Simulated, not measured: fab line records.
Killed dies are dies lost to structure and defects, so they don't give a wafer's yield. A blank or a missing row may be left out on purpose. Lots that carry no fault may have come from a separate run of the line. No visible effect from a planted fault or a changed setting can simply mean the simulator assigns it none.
What tool caused it?    flow nandHarc    Sampling: 14 lots, 42 wafers, 5 of 1302 route steps

== WHAT THE GAUGES SHOWED, per wafer ==
NHARC_THIN_TSV_CD_MEAS_37.
lot   measured      on        cdNm (nm)
L782  day 23 23:55  cdSem-01  5002.2 5006.3 4999.4
L785  day 24 19:03  cdSem-03  5004.3 5003.5 5004.1
L784  day 24 17:31  cdSem-02  5005.8 5000.8 5000.8
L783  day 24 22:28  cdSem-03  5000.4 4998.2 5003.8
L787  day 25 16:57  cdSem-03  5003.0 5003.1 5001.4
L788  day 26 11:32  cdSem-01  5001.1 5005.8 5003.9
L790  day 27 04:38  cdSem-03  5002.7 5004.8 5003.4
L797  day 30 06:17  cdSem-02  5000.4 5007.2 5004.1
L798  day 30 16:37  cdSem-01  5003.6 5000.0 5003.5
L799  day 30 12:06  cdSem-03  5003.6 5005.9 5003.7
L800  day 30 17:47  cdSem-03  4998.5 4999.8 4999.9
L802  day 32 09:39  cdSem-01  5002.8 5000.0 4999.0
L804  day 33 18:02  cdSem-02  5003.3 5004.4 5003.1
L805  day 33 19:26  cdSem-03  5003.3 5003.7 5003.7

NHARC_END_SORT_01.
lot   measured      on         killedAtArray  killedAtOther  killedAtPeriphery  killedDies   killedOpen  killedShort
L782  day 24 07:41  prober-02  72 74 72       0 0 0          5 10 6             77 84 78     5 3 5       4 2 6
L787  day 25 23:10  prober-02  85 86 86       0 0 0          4 2 2              89 88 88     3 1 5       2 4 2
L788  day 26 19:47  prober-01  141 141 125    1 1 2          1 5 0              143 147 127  6 3 1       2 1 1
L790  day 27 12:47  prober-01  134 144 135    2 0 1          0 2 0              136 146 136  2 3 2       0 6 2
L797  day 30 14:55  prober-02  83 79 76       1 1 0          2 1 4              86 81 80     2 2 7       4 1 2
L798  day 31 03:48  prober-01  51 44 47       1 2 4          5 6 5              57 52 56     2 5 5       2 3 2

== WHAT TOOL EACH LOT RAN ON (gives the tool, then ch and the chambers of the sampled wafers, and finally the start) ==
lot   NHARC_A_CONTACT_ETCH_111            NHARC_THIN_TSV_STRIP_45              NHARC_THIN_TSV_STRIP_62
L782  harCapEtch-01 ch 0,1, day 21 08:17  plasmaAsher-01 ch 0,1, day 23 17:38  plasmaAsher-01 ch 0,1, day 23 19:11
L785  harCapEtch-02 ch 1, day 21 23:53    plasmaAsher-02 ch 1, day 24 12:41    plasmaAsher-01 ch 0,1, day 24 14:13
L784  harCapEtch-03 ch 0,1, day 22 03:28  plasmaAsher-02 ch 0,1, day 24 11:26  plasmaAsher-01 ch 0,1, day 24 12:56
L783  harCapEtch-03 ch 0,1, day 22 09:48  plasmaAsher-01 ch 0,1, day 24 15:59  plasmaAsher-01 ch 0,1, day 24 17:32
L787  harCapEtch-03 ch 0,1, day 23 03:44  plasmaAsher-02 ch 0,1, day 25 10:27  plasmaAsher-02 ch 0,1, day 25 11:59
L788  harCapEtch-03 ch 0,1, day 23 20:51  plasmaAsher-02 ch 0,1, day 26 05:18  plasmaAsher-01 ch 0,1, day 26 06:49
L790  harCapEtch-03 ch 0,1, day 24 15:31  plasmaAsher-01 ch 0,1, day 26 22:22  plasmaAsher-01 ch 0,1, day 26 23:55
L797  harCapEtch-03 ch 1, day 27 12:24    plasmaAsher-02 ch 0,1, day 29 23:52  plasmaAsher-02 ch 0,1, day 30 01:33
L798  harCapEtch-03 ch 0,1, day 27 22:23  plasmaAsher-01 ch 0,1, day 30 10:23  plasmaAsher-01 ch 0,1, day 30 11:54
L799  harCapEtch-02 ch 0, day 27 22:38    plasmaAsher-02 ch 0,1, day 30 05:46  plasmaAsher-02 ch 0,1, day 30 07:22
L800  harCapEtch-01 ch 1, day 27 23:10    plasmaAsher-02 ch 0,1, day 30 11:31  plasmaAsher-02 ch 0,1, day 30 13:03
L802  harCapEtch-03 ch 0,1, day 29 15:47  plasmaAsher-02 ch 0,1, day 32 03:28  plasmaAsher-01 ch 0,1, day 32 05:01
L804  harCapEtch-03 ch 0,1, day 31 02:34  plasmaAsher-02 ch 0,1, day 33 11:56  plasmaAsher-01 ch 0,1, day 33 13:24
L805  harCapEtch-02 ch 0,1, day 31 02:46  plasmaAsher-02 ch 0,1, day 33 13:13  plasmaAsher-02 ch 0,1, day 33 14:52
- NHARC_A_CONTACT_ETCH_111: etches the open film in C4F8/O2/Ar, time 140 s, target depth 700 nm.
- NHARC_THIN_TSV_STRIP_45: strips in O2.
- NHARC_THIN_TSV_STRIP_62: strips in N2/H2, time 20 s.

== WHAT THE TOOLS THEMSELVES READ (means of the sampled wafers that have a number; where no wafer has one, the mark that the record gives instead) ==
NHARC_THIN_TSV_STRIP_45.
lot   tool            drypumpMotorCurrentA (A)  heaterPowerW (W)
L782  plasmaAsher-01  6.0                       379
L785  plasmaAsher-02  5.3                       321
L784  plasmaAsher-02  5.4                       337
L783  plasmaAsher-01  6.0                       373
L787  plasmaAsher-02  5.4                       324
L788  plasmaAsher-02  5.4                       327
L790  plasmaAsher-01  6.0                       374
L797  plasmaAsher-02  5.4                       331
L798  plasmaAsher-01  6.0                       389
L799  plasmaAsher-02  5.4                       325
L800  plasmaAsher-02  5.4                       324
L802  plasmaAsher-02  5.4                       329
L804  plasmaAsher-02  5.4                       327
L805  plasmaAsher-02  5.4                       326

NHARC_THIN_TSV_STRIP_62.
lot   tool            drypumpMotorCurrentA (A)  heaterPowerW (W)
L782  plasmaAsher-01  6.1                       359
L785  plasmaAsher-01  6.0                       374
L784  plasmaAsher-01  6.0                       375
L783  plasmaAsher-01  6.1                       355
L787  plasmaAsher-02  5.4                       338
L788  plasmaAsher-01  6.1                       359
L790  plasmaAsher-01  6.0                       367
L797  plasmaAsher-02  5.4                       322
L798  plasmaAsher-01  6.0                       381
L799  plasmaAsher-02  5.4                       326
L800  plasmaAsher-02  5.4                       331
L802  plasmaAsher-01  6.0                       379
L804  plasmaAsher-01  6.1                       370
L805  plasmaAsher-02  5.4                       324

== THE ANSWER, worked out from the rows above alone ==
Rule: what is usual is taken from the lots themselves. Put in order of their means at a reading, lots are off if they are a third of the lots or fewer, leave a main group of 4 or more, and stand apart from it by a gap of 3 or more times the standard deviation of the main group's means; of several such gaps the widest counts. A main group whose means are all the same, to the digits that the tables above print for the reading, isn't used. A lot without any number at a reading at which 4 lots or more have one is off too. Any other lot the step has rows for is counted as sound. The gauges are gone through in route order, then the tools' own readings, and for those a lot's mean is taken as printed above. The first step at which some lot is off is used, and at that step the reading that is off furthest; a lot without a number counts as furthest.
Off at NHARC_END_SORT_01 (killedDies): L788, L790. For the main group the mean is 76 and the standard deviation 13. Neither off nor sound, because the step has no rows for them: L785, L784, L783, L799, L800, L802, L804, L805.
If a tool, at a process step before that reading, ran all the lots that are off and no sound lot after the first of them, it fits. The gauges at NHARC_END_SORT_01 are tried like those tools. None of those tried fits.

== WHAT HAD BEEN PUT IN BY THE SIMULATOR ==
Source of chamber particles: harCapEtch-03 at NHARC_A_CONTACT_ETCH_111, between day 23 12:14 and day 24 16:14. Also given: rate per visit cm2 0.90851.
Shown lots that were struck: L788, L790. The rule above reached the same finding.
